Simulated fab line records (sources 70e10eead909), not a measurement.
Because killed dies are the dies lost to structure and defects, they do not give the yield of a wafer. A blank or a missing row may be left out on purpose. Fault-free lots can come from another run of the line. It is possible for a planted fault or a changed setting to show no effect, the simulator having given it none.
Matching of chambers -- flow nand harc -- NHARC_P_BONDPAD_ETCH_37 on rie diel-09: 4 sister chambers
The step etches the open film in N2/H2, target depth 60 nm, overetch 18 nm, time 65.91 s. 4 wafers are shown with their chamber, then 10 later ones without.

WAFERS, EACH WITH ITS CHAMBER
wafer,chamber,showerhead plenum p Torr (Torr)
L138.2,2,1.91
L141.6,0,2.08
L147.2,3,1.94
L147.3,1,2.19

WAFERS MISSING THEIR CHAMBER
wafer,showerhead plenum p Torr (Torr)
L147.4,1.91
L156.1,2.19
L156.4,1.91
L156.6,2.07
L157.1,2.19
L157.4,1.94
L157.6,2.19
L158.1,2.07
L158.4,1.94
L158.6,1.94

WHICH CHAMBER EACH ONE RAN IN
wafer,from the rows above,in truth
L147.4,2,2
L156.1,1,1
L156.4,2,2
L156.6,0,0
L157.1,1,1
L157.4,3,3
L157.6,1,1
L158.1,0,0
L158.4,3,3
L158.6,3,3
Correctly placed: 10 of 10. Left unplaced by these rows: 0. Placed wrongly: 0.
How it was worked out, from the rows above alone: a wafer's distance from a chamber is the root of the sum, over the readings, of the square of ((its reading less the chamber's mean) divided by the reading's scatter). The wafer belongs to the nearest chamber; if the next one is less than 2 further off, it can't be placed. A chamber's mean is the mean of its shown wafers. The scatter (one wafer shown for each chamber): square how far every hidden wafer sits from the nearest shown wafer, average those squares and take the square root.
